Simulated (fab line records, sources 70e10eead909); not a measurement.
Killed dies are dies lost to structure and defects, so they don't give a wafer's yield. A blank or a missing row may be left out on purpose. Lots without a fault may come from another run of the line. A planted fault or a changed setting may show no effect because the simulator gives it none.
Chamber matching | flow nand_harc | NHARC_A_CHANNEL_FILL_D2_ETCHBACK_20 on rie_diel-04: 4 sister chambers
The step etches the open film in C4F8/O2/Ar, target depth 27 nm, time 13.5 s. 8 wafers are shown with their chamber, then 7 later ones without.

WAFERS WITH THEIR CHAMBER
wafer  | chamber | rf_vpp_V (V) | oes_product_au (a.u.)
L497.2 | 2       | 975          | 1.007
L497.4 | 0       | 972          | 1.009
L497.5 | 0       | 970          | 0.994
L502.2 | 3       | 986          | 1.006
L502.3 | 1       | 975          | 0.991
L502.6 | 1       | 976          | 0.985
L509.1 | 2       | 976          | 0.993
L509.2 | 3       | 987          | 0.997

WAFERS WITHOUT THEIR CHAMBER
wafer  | rf_vpp_V (V) | oes_product_au (a.u.)
L509.3 | 975          | 0.989
L515.2 | 975          | 0.995
L515.5 | 971          | 1.000
L515.6 | 976          | 0.986
L514.1 | 975          | 0.998
L514.2 | 975          | 0.992
L514.6 | 972          | 1.000

WHICH CHAMBER EACH WENT THROUGH
wafer  | from the rows above     | in truth
L509.3 | can't be placed: 1 or 2 | 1
L515.2 | can't be placed: 2 or 1 | 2
L515.5 | 0                       | 0
L515.6 | can't be placed: 1 or 2 | 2
L514.1 | can't be placed: 2 or 1 | 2
L514.2 | can't be placed: 1 or 2 | 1
L514.6 | 0                       | 0
Placed correctly: 2 of 7. Can't be placed from these rows: 5 (the true chamber is among the candidates in 5). Placed wrongly: 0.
How it was worked out, from the rows above alone: a wafer's distance from a chamber is the root of the sum, over the readings, of the square of ((its reading less the chamber's mean) divided by the reading's scatter). The wafer belongs to the nearest chamber; if the next one is less than 2 further off, it can't be placed. A chamber's mean is the mean of its shown wafers. The scatter: the root of (the sum of the squares of (reading less its chamber's mean) over the shown wafers, divided by (wafers less chambers)).
